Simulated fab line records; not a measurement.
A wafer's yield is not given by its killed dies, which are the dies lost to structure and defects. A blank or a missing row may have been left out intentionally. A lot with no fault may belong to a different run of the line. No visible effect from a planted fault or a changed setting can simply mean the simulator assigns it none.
fab line records -- flow nand-harc
record: lots: 5, wafers: 15, last-day: 34
route steps=1302 shown A_CONTACT@1055 END@1302
lots that met no fault: from a run of the same line without faults
start-h: hours from the record's first day to the start of the lot's first wafer shown -- wait-h: hours elapsed since this lot's preceding step -- " repeats the value in the row above -- L1.1+2: one row covering several wafers at once -- - no value, or no start given -- * or withheld: withheld -- < > ~ a bound
route shown NAME@n: names a module that has steps shown in the file, with the first one's number in the route -- usual: average and standard deviation across the fault-free wafers -- same: alike in all rows -- chamber/n: place in a boat -- sites: readings site by site -- _std_site: how widely they spread, as a standard deviation -- _edge_site: mean of outer sites minus mean of inner sites -- radius-mm: for every site, how far away it sits from the centre of the wafer -- mask NAME#n: copy n -- behind: the last tool/chamber to shape the wafer -- hold: reason for holding the lot/hours on hold/outcome of the hold -- device: the transistor (n, p or np) that didn't switch -- end of line: the tests these same wafers got at the end of their route -- for a step that has no rows: nothing shown but its recipe -- killed: count of dies lost to structure and defects at first sort (not the wafer's yield) -- map: dies across one wafer; x = killed, . = not, _ = none there
set.NAME: the setting that was run; set.NAME@STEP: the one run at that earlier step -- model.NAME: the simulator's own value behind a step, which no gauge read
certain route steps with their lots: each step a table, each wafer a row
services: when a tool's chamber went out of use (start-h, in hours from the record's first day, below 0 if earlier), for how many hours, and the reason
== steps ==
step: NHARC_A_CONTACT_ETCH_132
recipe: source-w: withheld, pressure-mtorr: 20, bias-v: 3000, time-s: 197, target-depth-a: 19240, ar-flow-sccm: withheld, c4f8-flow-sccm: withheld, o2-flow-sccm: withheld, chemistry: C4F8/O2/Ar
step: NHARC_A_CONTACT_ETCH_133
recipe: source-w: withheld, pressure-mtorr: 20, bias-v: 400, time-s: 374, target-depth-a: 16100, ar-flow-sccm: withheld, c4f8-flow-sccm: 11.5, o2-flow-sccm: 7.2, chemistry: C4F8/O2/Ar
usual: chamber-pressure-mTorr: 20.000/0.02
same: time-s: 374
lot.wafer,tool,chamber,start-h,wait-h,chamber-pressure-mTorr,rf-hours-counter-h
L620.4,har-cap-etch-01,0,549.73,0.2,19.999,-
L620.5,har-cap-etch-01,0,549.73,0.2,19.987,-
L620.6,har-cap-etch-01,1,549.73,0.2,19.987,-
L626.1,har-cap-etch-02,1,618.23,0.1,20.015,101
L626.3,har-cap-etch-02,0,618.23,0.1,19.993,-
L626.5,har-cap-etch-02,1,618.23,0.1,19.993,-
L628.1,har-cap-etch-01,0,625.25,0.1,20.016,20
L628.2,har-cap-etch-01,1,625.25,0.1,20.020,20
L628.5,har-cap-etch-01,1,625.25,0.1,20.012,-
L634.1,har-cap-etch-03,1,705.60,0.1,20.003,79
L634.2,har-cap-etch-03,0,705.60,0.1,19.984,79
L634.3,har-cap-etch-03,1,705.60,0.1,20.014,-
L638.1,har-cap-etch-02,1,750.59,0.1,19.993,123
L638.4,har-cap-etch-02,1,750.59,0.1,20.034,-
L638.6,har-cap-etch-02,1,750.59,0.1,19.963,-
step: NHARC_A_CONTACT_ETCH_91
recipe: target-depth-a: 400, over-etch-frac: 0.5, time-s: 85.7, ion-energy-ev: 120, ch3f-flow-sccm: 50, o2-flow-sccm: 30, ar-flow-sccm: 200, rf-w: 500, bias-w: 100, chemistry: CH3F/O2
step: NHARC_A_CONTACT_ETCH_97
recipe: target-depth-a: 200, over-etch-frac: 0.5, time-s: 10, ion-energy-ev: 250, c4f6-flow-sccm: 25, o2-flow-sccm: 20, ar-flow-sccm: 500, rf-w: 600, bias-w: 500, chemistry: C4F6/O2
step: NHARC_A_CONTACT_CD_MEAS_80
usual: cd-nm: 289.5/0.76
lot.wafer,tool,chamber,start-h,wait-h,cd-nm
L620.4,cd-sem-03,-,550.60,-,288.0
L620.5,cd-sem-03,-,550.60,-,289.0
L620.6,cd-sem-03,-,550.60,-,288.5
L626.1,cd-sem-01,-,619.24,-,289.0
L626.3,cd-sem-01,-,619.24,-,289.0
L626.5,cd-sem-01,-,619.24,-,289.2
L628.1,cd-sem-03,-,626.25,-,289.8
L628.2,cd-sem-03,-,626.25,-,290.1
L628.5,cd-sem-03,-,626.25,-,290.6
L634.1,cd-sem-03,-,706.60,-,290.7
L634.2,cd-sem-03,-,706.60,-,290.4
L634.3,cd-sem-03,-,706.60,-,290.6
L638.1,cd-sem-01,-,751.59,-,289.9
L638.4,cd-sem-01,-,751.59,-,290.2
L638.6,cd-sem-01,-,751.59,-,290.2
step: NHARC_A_CONTACT_STRIP_103
recipe: n2-flow-sccm: 150, h2-flow-sccm: 150, ar-flow-sccm: 0, bias-w: 0, chemistry: N2/H2
step: NHARC_A_CONTACT_STRIP_104
recipe: cf4-flow-sccm: 100, chf3-flow-sccm: 30, ar-flow-sccm: 0, bias-w: 0, chemistry: CF4/CHF3
step: NHARC_A_CONTACT_STRIP_105
recipe: o2-flow-sccm: 400, cos-flow-sccm: 20, ar-flow-sccm: 0, bias-w: 0, chemistry: O2/COS
step: NHARC_A_CONTACT_ETCH_106
recipe: target-depth-a: 900, overetch-a: 90, time-s: 49.5, ion-energy-ev: 100, cf4-flow-sccm: 80, o2-flow-sccm: 20, ar-flow-sccm: 0, rf-w: 300, bias-w: 100, chemistry: CF4/O2
step: NHARC_A_CONTACT_STRIP_82
recipe: o2-flow-sccm: 500, ar-flow-sccm: 0, bias-w: 0, chemistry: O2
step: NHARC_A_CONTACT_STRIP_83
recipe: time-s: 600, temp-c: 30, chemistry: post-etch-residue-remover
step: NHARC_A_CONTACT_DEP_84
recipe: target-thk-a: 28000, temp-c: 400, material: aC
step: NHARC_A_CONTACT_DEP_85
recipe: target-thk-a: 600, target-thk-nm: 60, temp-c: 400, pressure-torr: 3.5, flow-sccm: 200, rf-w: 350, material: SiON
usual: heater-power-w: 725/77
lot.wafer,tool,chamber,start-h,wait-h,heater-power-w
L620.5,pecvd-04,2,553.35,0.4,767
L620.6,pecvd-04,0,553.35,0.4,676
L620.4,pecvd-04,1,553.35,0.4,693
L626.1,pecvd-04,1,623.09,1.5,608
L626.3,pecvd-04,0,623.09,1.5,562
L626.5,pecvd-04,0,623.09,1.5,591
L628.2,pecvd-04,1,629.61,1.2,619
L628.1,pecvd-04,0,629.61,1.2,666
L628.5,pecvd-04,0,629.61,1.2,666
L634.1,pecvd-03,2,709.70,1.5,864
L634.3,pecvd-03,0,709.70,1.5,642
L634.2,pecvd-03,1,709.70,1.5,782
L638.1,pecvd-02,2,754.27,1.4,813
L638.4,pecvd-02,2,754.27,1.4,795
L638.6,pecvd-02,0,754.27,1.4,671
step: NHARC_A_CONTACT_DEHYDRATE_00
recipe: temp-c: 150, time-s: 120
step: NHARC_A_CONTACT_HMDS_01
recipe: time-s: 30
step: NHARC_A_CONTACT_COAT_86
recipe: temp-c: 260, time-s: 75
step: NHARC_A_CONTACT_COAT_87
recipe: temp-c: 225, time-s: 65
step: NHARC_A_CONTACT_COAT_02
recipe: spin-rpm: 1500, resist-thk-nm: 90
step: NHARC_A_CONTACT_SOFTBAKE_03
recipe: temp-c: 105, time-s: 55
step: NHARC_A_CONTACT_EBR_04
step: NHARC_A_CONTACT_EXPOSE_05
recipe: na: 1.35, sigma-outer: 0.8, dose-mj: 84.24, mask-id: A_CC
step: NHARC_A_CONTACT_PEB_06
recipe: peb-temp-c: 100, peb-time-s: 65
step: NHARC_A_CONTACT_DEVELOP_07
recipe: develop-time-s: 35, dev-temp-c: 23
step: NHARC_A_CONTACT_CD_MEAS_08
recipe: target-cd-nm: 200, landing-energy-ev: 500
usual: cd-nm: 200.1/0.44
lot.wafer,tool,chamber,start-h,wait-h,cd-nm
L620.4,cd-sem-01,0,554.00,-,200.6
L620.5,cd-sem-01,0,554.00,-,200.2
L620.6,cd-sem-01,0,554.00,-,200.2
L626.1,cd-sem-01,0,623.85,-,199.7
L626.3,cd-sem-01,0,623.85,-,199.8
L626.5,cd-sem-01,0,623.85,-,199.8
L628.1,cd-sem-01,0,630.34,-,199.7
L628.2,cd-sem-01,0,630.34,-,199.6
L628.5,cd-sem-01,0,630.34,-,199.8
L634.1,cd-sem-02,0,710.47,-,199.3
L634.2,cd-sem-02,0,710.47,-,199.8
L634.3,cd-sem-02,0,710.47,-,200.0
L638.1,cd-sem-01,0,754.99,-,200.0
L638.4,cd-sem-01,0,754.99,-,200.7
L638.6,cd-sem-01,0,754.99,-,200.1
step: NHARC_A_CONTACT_OVL_MEAS_09
usual: overlay-x-nm: -0.1/0.75, overlay-y-nm: 0.2/0.78
lot.wafer,tool,chamber,start-h,wait-h,overlay-x-nm,overlay-y-nm
L620.4,overlay-02,-,554.08,-,0.3,0.9
L620.5,overlay-02,-,554.08,-,-0.3,1.0
L620.6,overlay-02,-,554.08,-,0.3,0.7
L626.1,overlay-02,-,623.94,-,-0.1,-0.4
L626.3,overlay-02,-,623.94,-,-0.8,-0.1
L626.5,overlay-02,-,623.94,-,-0.6,-0.2
L628.1,overlay-01,-,630.43,-,-0.9,-2.1
L628.2,overlay-01,-,630.43,-,-1.4,-1.7
L628.5,overlay-01,-,630.43,-,-1.0,-1.6
L634.1,overlay-01,-,710.58,-,-0.7,0.4
L634.2,overlay-01,-,710.58,-,-0.2,0.1
L634.3,overlay-01,-,710.58,-,-0.1,0.1
L638.1,overlay-02,-,755.08,-,-0.2,0.9
L638.4,overlay-02,-,755.08,-,-0.3,1.5
L638.6,overlay-02,-,755.08,-,-0.6,1.3
step: NHARC_A_CONTACT_INSPECT_10
usual: raw-defect-count: 89/35
lot.wafer,tool,chamber,start-h,wait-h,raw-defect-count
L620.4,defect-inspect-01,-,554.12,0.0,132
L620.5,defect-inspect-01,-,554.12,0.0,110
L620.6,defect-inspect-01,-,554.12,0.0,128
L626.1,defect-inspect-01,-,623.98,0.0,110
L626.3,defect-inspect-01,-,623.98,0.0,119
L626.5,defect-inspect-01,-,623.98,0.0,120
L628.1,defect-inspect-02,-,630.46,0.0,83
L628.2,defect-inspect-02,-,630.46,0.0,76
L628.5,defect-inspect-02,-,630.46,0.0,90
L634.1,defect-inspect-02,-,710.61,0.0,74
L634.2,defect-inspect-02,-,710.61,0.0,79
L634.3,defect-inspect-02,-,710.61,0.0,61
L638.1,defect-inspect-01,-,755.12,0.0,65
L638.4,defect-inspect-01,-,755.12,0.0,65
L638.6,defect-inspect-01,-,755.12,0.0,70
step: NHARC_A_CONTACT_DESCUM_13
recipe: time-s: 3, o2-flow-sccm: 200, ar-flow-sccm: 0, bias-power-w: 0, chemistry: O2
step: NHARC_A_CONTACT_ETCH_88
recipe: target-depth-a: 390, over-etch-frac: 0.3, time-s: 65, ion-energy-ev: 80, cf4-flow-sccm: 150, ar-flow-sccm: 0, rf-w: 300, bias-w: 100, chemistry: CF4
step: NHARC_A_CONTACT_ETCH_89
recipe: target-depth-a: 2600, over-etch-frac: 0.3, time-s: 475.3, ion-energy-ev: 200, n2-flow-sccm: 150, h2-flow-sccm: 150, ar-flow-sccm: 0, rf-w: 400, bias-w: 150, chemistry: N2/H2
step: NHARC_A_CONTACT_ETCH_30
recipe: target-depth-a: 726, time-s: 36.3, cf4-flow-sccm: 100, chf3-flow-sccm: 30, ar-flow-sccm: 0, rf-w: 500, bias-w: 200, chemistry: CF4/CHF3
step: NHARC_A_CONTACT_ETCH_31
recipe: target-depth-a: 28000, over-etch-frac: 0.3, time-s: 728, ion-energy-ev: 150, o2-flow-sccm: 400, cos-flow-sccm: 20, ar-flow-sccm: 0, rf-w: 500, bias-w: 300, chemistry: O2/COS
usual: chamber-pressure-mTorr: 20.000/0.018, drypump-motor-current-A: 5.8/0.35, oes-product-au: 1.002/0.0084, rf-vpp-V: 313.9/2.2, showerhead-plenum-p-Torr: 3.11/0.14, throttle-valve-pct: 28.330/0.009
same: time-s: 728
lot.wafer,tool,chamber,start-h,wait-h,chamber-pressure-mTorr,drypump-motor-current-A,oes-product-au,rf-hours-counter-h,rf-vpp-V,showerhead-plenum-p-Torr,throttle-valve-pct
L620.4,rie-diel-06,2,-,-,19.999,5.3,1.004,25,311.9,2.97,28.331
L620.5,rie-diel-06,1,-,-,20.009,5.9,0.994,-,318.3,3.36,28.345
L620.6,rie-diel-06,2,-,-,19.999,5.3,1.004,-,312.6,2.97,28.320
L626.1,rie-diel-04,2,-,-,19.991,6.2,0.993,11,310.4,2.94,28.333
L626.3,rie-diel-04,0,-,-,20.003,5.8,0.993,12,312.3,3.01,28.329
L626.5,rie-diel-04,1,-,-,19.990,5.7,0.989,-,314.8,3.16,28.334
L628.2,rie-diel-13,3,-,-,20.007,6.3,1.002,23,314.4,3.19,28.320
L628.1,rie-diel-13,2,-,-,19.967,6.3,0.989,30,314.7,3.17,28.327
L628.5,rie-diel-13,3,-,-,20.009,6.3,1.006,-,313.5,3.19,28.322
L634.1,rie-diel-06,3,-,-,20.018,5.4,1.000,12,312.6,2.96,28.315
L634.2,rie-diel-06,0,-,-,19.994,6.5,1.001,12,316.9,3.17,28.320
L634.3,rie-diel-06,1,-,-,20.022,6.0,0.996,12,317.9,3.34,28.327
L638.4,rie-diel-04,0,-,-,20.027,5.9,0.998,5,311.7,3.00,28.322
L638.1,rie-diel-04,1,-,-,19.997,5.7,1.003,5,314.0,3.15,28.326
L638.6,rie-diel-04,3,-,-,20.023,5.8,1.001,-,314.2,3.19,28.328
step: NHARC_A_CONTACT_ETCH_134
recipe: source-w: withheld, pressure-mtorr: 20, bias-v: withheld, time-s: 140, target-depth-a: 7000, ar-flow-sccm: withheld, c4f8-flow-sccm: withheld, o2-flow-sccm: withheld, chemistry: C4F8/O2/Ar
usual: chamber-pressure-mTorr: 19.999/0.018
same: time-s: 140
lot.wafer,tool,chamber,start-h,wait-h,chamber-pressure-mTorr,rf-hours-counter-h
L620.4,har-cap-etch-01,1,555.36,-,20.029,-
L620.5,har-cap-etch-01,1,555.36,-,20.011,-
L620.6,har-cap-etch-01,0,555.36,-,20.004,-
L626.1,har-cap-etch-02,1,625.20,-,19.987,102
L626.3,har-cap-etch-02,1,625.20,-,19.992,-
L626.5,har-cap-etch-02,1,625.20,-,20.005,-
L628.2,har-cap-etch-01,1,631.65,-,20.019,20
L628.1,har-cap-etch-01,0,631.65,-,20.018,20
L628.5,har-cap-etch-01,1,631.65,-,20.027,-
L634.1,har-cap-etch-01,0,712.09,-,19.968,33
L634.2,har-cap-etch-01,1,712.09,-,20.008,33
L634.3,har-cap-etch-01,1,712.09,-,20.019,-
L638.1,har-cap-etch-01,0,756.33,-,20.010,40
L638.4,har-cap-etch-01,0,756.33,-,20.010,-
L638.6,har-cap-etch-01,1,756.33,-,20.012,-
step: NHARC_A_CONTACT_ETCH_135
recipe: source-w: withheld, pressure-mtorr: 20, bias-v: 1200, time-s: 311, target-depth-a: 19120, ar-flow-sccm: withheld, c4f8-flow-sccm: withheld, o2-flow-sccm: withheld, chemistry: C4F8/O2/Ar
step: NHARC_A_CONTACT_ETCH_136
recipe: source-w: withheld, pressure-mtorr: 20, bias-v: 1200, time-s: 311, target-depth-a: 19120, ar-flow-sccm: withheld, c4f8-flow-sccm: withheld, o2-flow-sccm: withheld, chemistry: C4F8/O2/Ar
step: NHARC_A_CONTACT_ETCH_137
recipe: source-w: withheld, pressure-mtorr: 20, bias-v: 1200, time-s: 311, target-depth-a: 19120, ar-flow-sccm: withheld, c4f8-flow-sccm: withheld, o2-flow-sccm: withheld, chemistry: C4F8/O2/Ar
usual: chamber-pressure-mTorr: 20.001/0.017
same: time-s: 311
lot.wafer,tool,chamber,start-h,wait-h,chamber-pressure-mTorr,rf-hours-counter-h
L620.4,har-cap-etch-01,1,556.13,0.2,19.994,-
L620.5,har-cap-etch-01,1,556.13,0.2,19.999,-
L620.6,har-cap-etch-01,0,556.13,0.2,20.041,-
L626.1,har-cap-etch-02,1,625.95,0.2,20.009,102
L626.3,har-cap-etch-02,1,625.95,0.2,20.026,-
L626.5,har-cap-etch-02,1,625.95,0.2,20.003,-
L628.2,har-cap-etch-01,1,632.40,0.2,19.978,21
L628.1,har-cap-etch-01,0,632.40,0.2,19.996,21
L628.5,har-cap-etch-01,1,632.40,0.2,20.018,-
L634.1,har-cap-etch-01,0,713.09,0.3,20.006,34
L634.2,har-cap-etch-01,1,713.09,0.3,19.985,34
L634.3,har-cap-etch-01,1,713.09,0.3,20.010,-
L638.1,har-cap-etch-01,0,757.09,0.2,19.984,40
L638.4,har-cap-etch-01,0,757.09,0.2,19.995,-
L638.6,har-cap-etch-01,1,757.09,0.2,19.992,-
step: NHARC_A_CONTACT_ETCH_138
recipe: source-w: withheld, pressure-mtorr: 20, bias-v: 1200, time-s: 311, target-depth-a: 19140, ar-flow-sccm: withheld, c4f8-flow-sccm: withheld, o2-flow-sccm: withheld, chemistry: C4F8/O2/Ar
step: NHARC_A_CONTACT_ETCH_139
recipe: source-w: withheld, pressure-mtorr: 20, bias-v: 400, time-s: 195, target-depth-a: 8400, ar-flow-sccm: withheld, c4f8-flow-sccm: 11.5, o2-flow-sccm: 7.2, chemistry: C4F8/O2/Ar
step: NHARC_A_CONTACT_ETCH_92
recipe: target-depth-a: 400, over-etch-frac: 0.5, time-s: 85.7, ion-energy-ev: 120, ch3f-flow-sccm: 50, o2-flow-sccm: 30, ar-flow-sccm: 200, rf-w: 500, bias-w: 100, chemistry: CH3F/O2
step: NHARC_A_CONTACT_ETCH_98
recipe: target-depth-a: 200, over-etch-frac: 0.5, time-s: 10, ion-energy-ev: 250, c4f6-flow-sccm: 25, o2-flow-sccm: 20, ar-flow-sccm: 500, rf-w: 600, bias-w: 500, chemistry: C4F6/O2
usual: chamber-pressure-mTorr: 29.999/0.028, drypump-motor-current-A: 5.9/0.35, oes-product-au: 0.972/0.025, rf-vpp-V: 547/3.4, showerhead-plenum-p-Torr: 3.92/0.16, throttle-valve-pct: 26.903/0.0086
same: time-s: 10
lot.wafer,tool,chamber,start-h,wait-h,chamber-pressure-mTorr,drypump-motor-current-A,oes-product-au,rf-hours-counter-h,rf-vpp-V,showerhead-plenum-p-Torr,throttle-valve-pct
L620.4,rie-diel-04,1,-,-,30.017,5.7,0.995,2,548,3.97,26.887
L620.6,rie-diel-04,3,-,-,29.994,5.8,1.007,-,549,4.02,26.901
L620.5,rie-diel-04,0,-,-,30.015,5.8,1.007,-,545,3.79,26.913
L626.3,rie-diel-06,0,-,-,30.024,6.5,0.957,36,547,4.00,26.901
L626.1,rie-diel-06,2,-,-,29.998,5.4,0.963,43,541,3.73,26.906
L626.5,rie-diel-06,0,-,-,30.010,6.5,0.954,-,547,4.00,26.895
L628.2,rie-diel-13,1,-,-,29.949,5.7,0.964,31,542,3.76,26.907
L628.1,rie-diel-13,3,-,-,29.977,6.3,0.946,23,549,4.01,26.913
L628.5,rie-diel-13,1,-,-,30.024,5.7,0.960,-,544,3.76,26.885
L634.3,rie-diel-13,1,-,-,30.000,5.7,1.007,2,542,3.75,26.913
L634.1,rie-diel-13,2,-,-,29.965,6.2,1.000,2,548,3.97,26.911
L634.2,rie-diel-13,3,-,-,29.997,6.3,1.007,3,549,4.00,26.900
L638.1,rie-diel-04,1,-,-,29.966,5.7,0.960,5,548,3.95,26.906
L638.4,rie-diel-04,3,-,-,29.967,5.7,0.952,6,548,4.00,26.906
L638.6,rie-diel-04,0,-,-,30.034,5.8,0.961,-,544,3.78,26.891
step: NHARC_A_CONTACT_CD_MEAS_15
usual: cd-nm: 189.9/0.46
lot.wafer,tool,chamber,start-h,wait-h,cd-nm
L620.4,cd-sem-03,-,557.37,-,190.0
L620.5,cd-sem-03,-,557.37,-,189.8
L620.6,cd-sem-03,-,557.37,-,189.9
L626.1,cd-sem-03,-,627.23,-,190.5
L626.3,cd-sem-03,-,627.23,-,190.1
L626.5,cd-sem-03,-,627.23,-,190.3
L628.1,cd-sem-03,-,633.72,-,189.6
L628.2,cd-sem-03,-,633.72,-,190.2
L628.5,cd-sem-03,-,633.72,-,189.9
L634.1,cd-sem-01,-,714.69,-,188.9
L634.2,cd-sem-01,-,714.69,-,188.8
L634.3,cd-sem-01,-,714.69,-,189.4
L638.1,cd-sem-01,-,758.36,-,189.4
L638.4,cd-sem-01,-,758.36,-,189.5
L638.6,cd-sem-01,-,758.36,-,189.5
step: NHARC_A_CONTACT_STRIP_107
recipe: n2-flow-sccm: 150, h2-flow-sccm: 150, ar-flow-sccm: 0, bias-w: 0, chemistry: N2/H2
step: NHARC_A_CONTACT_STRIP_108
recipe: cf4-flow-sccm: 100, chf3-flow-sccm: 30, ar-flow-sccm: 0, bias-w: 0, chemistry: CF4/CHF3
step: NHARC_END_SORT_01
recipe: temp-c: 25
usual: killed-at-array: 58/20, killed-at-other: 0.9/1.4, killed-at-periphery: 4/3.1, killed-dies: 63/20, killed-open: 3.3/1.8, killed-short: 2.4/1.5
same: gross-dies: 677
lot.wafer,tool,chamber,start-h,wait-h,killed-at-array,killed-at-other,killed-at-periphery,killed-dies,killed-open,killed-short
L620.4,prober-01,0,616.33,3.4,84,1,8,93,1,2
L620.5,prober-01,0,617.13,3.7,85,0,6,91,5,2
L620.6,prober-01,0,617.94,4.0,78,1,2,81,1,4
L626.1,prober-01,0,673.71,2.5,75,1,2,78,8,5
L626.3,prober-01,0,675.29,3.1,71,0,0,71,1,4
L626.5,prober-01,0,676.87,3.6,63,0,1,64,1,2
L628.1,prober-02,0,687.72,2.5,363,0,3,366,3,0
L628.5,prober-02,0,690.91,3.7,337,0,6,343,3,3
killed by level:class
L620.4 A_CHANNEL_HOLE_D2:chamber-film-flake=37 A_CHANNEL_HOLE_D1:chamber-film-flake=35 P_GATE:chamber-film-flake=4 A_CHANNEL_FILL_D2:chamber-film-flake=4 P_STI:chamber-film-flake=3 A_CHANNEL_FILL_D1:chamber-film-flake=3 A_ONON_D1:geometric-particle:short=1 A_ONON_D2:geometric-particle:short=1
L620.5 A_CHANNEL_HOLE_D2:chamber-film-flake=38 A_CHANNEL_HOLE_D1:chamber-film-flake=28 P_GATE:chamber-film-flake=4 A_CHANNEL_FILL_D1:chamber-film-flake=4 A_CONTACT:chamber-film-flake=3 A_DECK1_JOINT:geometric-particle:open=2 P_STI:chamber-film-flake=2 A_DECK1_JOINT:chamber-film-flake=2
L620.6 A_CHANNEL_HOLE_D2:chamber-film-flake=34 A_CHANNEL_HOLE_D1:chamber-film-flake=24 A_CHANNEL_FILL_D1:chamber-film-flake=4 A_CHANNEL_FILL_D2:chamber-film-flake=3 A_STAIRCASE:chamber-film-flake=3 A_SLIT:chamber-film-flake=3 A_CHANNEL_HOLE_D1:geometric-particle:short=2 A_CHANNEL_FILL_D1:geometric-particle:short=2
L626.1 A_SLIT:chamber-film-flake=30 A_CHANNEL_HOLE_D1:chamber-film-flake=23 A_CONTACT:chamber-film-flake=7 A_M0:geometric-particle:open=2 P_M2:geometric-particle:short=1 A_ONON_D1:geometric-particle:open=1 A_ONON_D1:geometric-particle:short=1 A_CHANNEL_HOLE_D1:geometric-particle:short=1
L626.3 A_CHANNEL_HOLE_D1:chamber-film-flake=40 A_SLIT:chamber-film-flake=18 A_CONTACT:chamber-film-flake=4 A_CHANNEL_FILL_D1:geometric-particle:short=1 A_ONON_D2:geometric-particle:short=1 A_CHANNEL_FILL_D2:geometric-particle:short=1 A_WL_FILL:geometric-particle:open=1 A_WL_FILL:geometric-particle:short=1
L626.5 A_CHANNEL_HOLE_D1:chamber-film-flake=35 A_SLIT:chamber-film-flake=16 A_CONTACT:chamber-film-flake=5 A_STAIRCASE:chamber-film-flake=2 A_CHANNEL_HOLE_D2:geometric-particle:open=1 A_CHANNEL_FILL_D2:geometric-particle:short=1 A_WL_FILL:geometric-particle:short=1 P_GATE:chamber-film-flake=1
L628.1 A_CONTACT:area-dep=309 A_CHANNEL_HOLE_D1:chamber-film-flake=28 A_CHANNEL_HOLE_D2:chamber-film-flake=15 A_STAIRCASE:chamber-film-flake=3 A_WL_FILL:chamber-film-flake=3 P_BONDPAD:chamber-film-flake=2 P_M0:geometric-particle:open=1 A_ONON_D1:geometric-particle:open=1
L628.5 A_CONTACT:area-dep=284 A_CHANNEL_HOLE_D1:chamber-film-flake=32 A_CHANNEL_HOLE_D2:chamber-film-flake=12 P_BONDPAD:chamber-film-flake=4 A_ONON_D2:geometric-particle:short=2 P_CONTACT:geometric-particle:open=1 A_SOURCE_PLATE:geometric-particle:open=1 A_ONON_D1:geometric-particle:open=1
map L628.1 (x killed, . not)
____________.____________
_________......._________
_______..........._______
______..x..x.......______
_____.xx.x.xxx.xxxx._____
____..........xx.x...____
____..x.xxxxxxx.x...x____
___..x.x.xx.xxxx.xx...___
___.xxxxxxxxxxxxxxx...___
__.x..xxxxx.xxxx.x...x.__
__...xxxxxxxxxxxxxx.x..__
_x.x.x.xxx.xxxxxxxxx...._
_.xxxxxxxxxxxxxxxxxx...._
_x.xxxx.xxxxxxxxxx.x...._
_x.xxxxxxxxxxxxxxxxx...._
_xx.xxxxxxxxxxxxxxxxx..._
.xxx.x.xx.xxxxxxxxxx.x...
xxx.xxxxxxxxxxxxxxxxx....
.xxx.xxxxxxxxxxxxxxx.x...
xx..xxxxxxxxxx.xxx..x....
xxxx.xxxxxxxxxxxxxxxx....
_xxx..xxxxxxxxxxxxxx.x.._
_xx..xxxxxxxxxxxx.x....._
_xx.x...xxxxxxxxxxx.x..._
_.x...xxxxxxxxxxxx...x.._
_x..x..xxxxxxxxxx.x.x..._
__...xx.x.xxxxx..x.....__
__..xx.xxxxx..x.x......__
___...xx.x.xxxxx......___
___......x...x..xx....___
____......xx...x.....____
____.................____
_____...........x..._____
______.............______
_______.........x._______
_________......._________
____________.____________
map L626.1 (x killed, . not)
____________.____________
_________......x_________
_______..........._______
______.............______
_____..............._____
____.................____
____.................____
___xxx.x..............___
___...xx.......x......___
__xx.xxxx..............__
__xxxxxxx......xx......__
_.x.xxx................._
_..x.xxx................_
_.xx.xx................._
_xxxxxxx................_
_x.xx..................._
..xxxx...............x...
xxxxx.x.............x....
.xx......................
.x.xx....................
....x....................
_......................._
_......................._
_.............x........._
_.............x........._
_..x.......x............_
__.....x...............__
__x............x.......__
___x.........x........___
___.....x.............___
____................x____
____......x..x.......____
_____..............._____
______......xx.....______
_______..........._______
_________......._________
____________.____________
== services ==
tool,chamber,start-h,hours,kind
rie-diel-13,3,528.26,14.9,repair
rie-diel-04,-,532.65,9.0,pm
rie-diel-04,0,532.65,9.0,vent-cycle
rie-diel-04,1,532.65,9.0,vent-cycle
rie-diel-04,2,532.65,9.0,vent-cycle
har-cap-etch-03,-,543.26,2.5,repair
pecvd-03,-,547.08,13.0,pm
har-cap-etch-02,-,574.81,0.7,repair
pecvd-04,-,582.43,0.5,repair
pecvd-02,-,589.66,13.0,pm
pecvd-02,-,605.25,0.8,repair
pecvd-04,2,622.94,3.1,repair
rie-diel-04,2,628.00,28.6,repair
pecvd-04,-,631.08,13.0,pm
rie-diel-04,3,639.10,1.6,repair
rie-diel-06,0,640.55,9.3,repair
rie-diel-06,-,663.29,9.0,pm
rie-diel-13,-,696.12,9.0,pm
rie-diel-04,-,709.65,9.0,pm
rie-diel-06,1,723.40,11.9,repair
pecvd-03,-,728.08,13.0,pm
rie-diel-13,-,743.94,0.9,repair
pecvd-04,0,746.54,6.8,repair
har-cap-etch-02,-,754.00,17.0,pm
== key ==
first-sign: step: NHARC_END_SORT_01, reading: killed-at-array, direction: up, sigmas: 15, usual: 58, struck: 350
effect: step: NHARC_END_SORT_01, reading: killed-dies, direction: up, sigmas: 15, usual: 63, struck: 354
more-kills-born-at: NHARC_A_CONTACT_DEP_85@pecvd-04: 593
met-at NHARC_A_CONTACT_DEP_85
struck-wafers L628.1,L628.5
tester-left-out L628
onset-between 623.09 629.61
fault: kind: process-parameter-drift, tool: pecvd-04, chamber: 0, onset-h: 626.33, steps: NHARC_A_CONTACT_DEP_85, channel: target-thk-a, offset: *, shape: step, end-h: 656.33, acts-in: *, stated: *
tester-left-out: of these lots the tester's yield and bins aren't shown, on N5 and GAA mostly nor the transistor test; their killed dies are dies lost to structure and defects alone, not to doping, threshold or leakage, so they don't give the yield
